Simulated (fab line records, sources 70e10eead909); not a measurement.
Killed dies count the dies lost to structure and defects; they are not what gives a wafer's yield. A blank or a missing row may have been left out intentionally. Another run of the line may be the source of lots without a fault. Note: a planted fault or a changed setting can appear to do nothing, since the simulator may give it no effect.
Chamber matching    flow nand_harc    NHARC_A_STAIRCASE_DEP_151 on pecvd-04 has 3 sister chambers
The step deposits SiO2, target thk 3800 nm. 3 wafers are shown with their chamber, then 9 later ones without.

EACH WAFER AND ITS CHAMBER
wafer   chamber  heater_power_w (W)
L084.2  2        720
L084.3  0        580
L084.4  1        578

WAFERS WITHOUT THEIR CHAMBER
wafer   heater_power_w (W)
L086.3  852
L086.4  499
L086.6  586
L092.2  647
L092.5  671
L092.6  532
L096.4  523
L096.5  669
L096.6  467

WHICH CHAMBER EACH ONE RAN IN
wafer   from the rows above           in truth
L086.3  can't be placed: 2 or 0 or 1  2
L086.4  can't be placed: 1 or 0 or 2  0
L086.6  can't be placed: 0 or 1 or 2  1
L092.2  can't be placed: 0 or 1 or 2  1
L092.5  can't be placed: 2 or 0 or 1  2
L092.6  can't be placed: 1 or 0 or 2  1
L096.4  can't be placed: 1 or 0 or 2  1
L096.5  can't be placed: 2 or 0 or 1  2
L096.6  can't be placed: 1 or 0 or 2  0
Correctly placed: 0 of 9. These rows do not allow placing 9 (true chamber among the candidates in 9). Wrongly placed: 0.
How it was worked out, from the rows above alone: a wafer's distance from a chamber is the root of the sum, over the readings, of the square of ((its reading less the chamber's mean) divided by the reading's scatter). The wafer belongs to the nearest chamber; if the next one is less than 2 further off, it can't be placed. For every chamber, the mean is computed from those of its wafers that are shown. The scatter: with one shown wafer a chamber, the root of the mean of the squares of how far each hidden wafer lies from its nearest shown one.
